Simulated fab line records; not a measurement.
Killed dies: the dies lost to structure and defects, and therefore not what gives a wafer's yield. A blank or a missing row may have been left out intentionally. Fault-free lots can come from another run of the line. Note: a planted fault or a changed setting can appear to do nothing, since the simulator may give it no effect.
One fault seen from 2 desks -- flow n5_finfet -- each desk holds nothing but its own numbers, with what lay behind them at the end

## TOOL OWNER'S DESK, lpcvd-01
The tool's own readings at N5_DUMMY_GATE_CVD_03 (deposits a-Si from SiH4, target thk 150 nm, time 8042 s): means of the sampled wafers that have a number, for each lot that ran on this tool. A lot is out of limits, marked OUT, if its mean lies more than 4 standard deviations from the usual mean; the brackets give that distance.
Columns: A = spike_tc_bottom_C at N5_DUMMY_GATE_CVD_03, usual 555 C; B = spike_tc_centre_C at N5_DUMMY_GATE_CVD_03, usual 529.9 C; C = spike_tc_lower_C at N5_DUMMY_GATE_CVD_03, usual 530.4 C; D = spike_tc_top_C at N5_DUMMY_GATE_CVD_03, usual 552.8 C; E = spike_tc_upper_C at N5_DUMMY_GATE_CVD_03, usual 529.6 C; F = susceptor_temp_C at N5_DUMMY_GATE_CVD_03, usual 529.98 C
lot,first seen here,A,B,C,D,E,F
L386,day 3 00:47,551,529.7,530.7,555.1,529.7,529.84
L393,day 4 13:21,552,529.6,531.4,554.2,528.8,529.86
L396,day 5 08:40,559,529.3,530.7,553.5,528.3,530.27
L404,day 7 07:35,531 (-6.9) OUT,510.3 (-41) OUT,511.3 (-19) OUT,535.7 (-10) OUT,509.6 (-21) OUT,510.10 (-95) OUT
L405,day 7 12:55,531 (-6.9) OUT,510.7 (-40) OUT,510.3 (-20) OUT,535.2 (-10) OUT,509.6 (-21) OUT,509.75 (-96) OUT
L407,day 8 03:03,559,529.9,531.0,552.9,529.2,530.38
L408,day 8 07:22,558,529.5,531.6,552.8,527.8,529.83
This desk's finding: out of limits on L404, L405; first on L404, day 7 07:35 (spike_tc_bottom_C at N5_DUMMY_GATE_CVD_03). L386, L393, L396, L407, L408: within limits.

## AT THE METROLOGY DESK
Means of the sampled wafers that have a number, per lot and without regard to the tool the lot ran on: this is what the gauges read. A lot is out of limits, marked OUT, if its mean lies more than 4 standard deviations from the usual mean; the brackets give that distance. Shown here are 7 of its 10 readings, the ones lying furthest out on some lot.
Columns: A = DIBL_N at N5_BEOL_M4_RC_MEAS_101, usual 36.8 mV/V; B = IOFF_P at N5_BEOL_M4_RC_MEAS_101, usual 0.22 nA/um; C = ION_N at N5_BEOL_M4_RC_MEAS_101, usual 675 uA/um; D = ION_P at N5_BEOL_M4_RC_MEAS_101, usual 463 uA/um; E = SS_P at N5_BEOL_M4_RC_MEAS_101, usual 73.4 mV/dec; F = VT_N at N5_BEOL_M4_RC_MEAS_101, usual 249 mV; G = VT_P at N5_BEOL_M4_RC_MEAS_101, usual -250 mV
lot,first seen here,A,B,C,D,E,F,G
L385,day 8 08:25,36.8,0.19,664,454,73.3,251,-255
L386,day 8 19:52,36.4,0.22,685,465,73.0,246,-246
L387,day 9 03:04,37.3,0.25,678,466,73.4,246,-247
L390,day 9 11:34,39.2,0.27,691,475,74.4,246,-247
L394,day 10 14:47,35.7,0.22,667,460,73.2,250,-249
L392,day 10 15:36,37.8,0.25,667,461,73.9,249,-248
L393,day 10 19:06,38.4,0.26,687,470,73.2,245,-247
L391,day 10 21:26,35.7,0.19,659,455,73.6,251,-252
L395,day 11 02:55,36.9,0.20,667,457,73.0,251,-251
L396,day 11 05:40,36.5,0.21,674,464,73.2,250,-249
L408,day 14 21:04,35.8,0.19,659,461,72.3,253,-250
L407,day 15 01:47,39.0,0.25,688,469,73.9,245,-248
Result from this desk: across the 12 lots, nothing is out of limits.

## TAKEN TOGETHER
The tool owner's desk had the chance to raise an alarm at day 7 07:35 on L404, L405.
Nothing out of limits was seen by the metrology desk.
The metrology desk has no number on record for L404, L405.
N5_DUMMY_GATE_CVD_03 was run on lpcvd-01 by each of the lots named.

## WHAT THE SIMULATOR HAD INSERTED
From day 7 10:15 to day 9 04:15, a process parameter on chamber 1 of lpcvd-01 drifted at N5_DUMMY_GATE_CVD_03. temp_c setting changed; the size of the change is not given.
Lots struck among those shown: L404, L405.
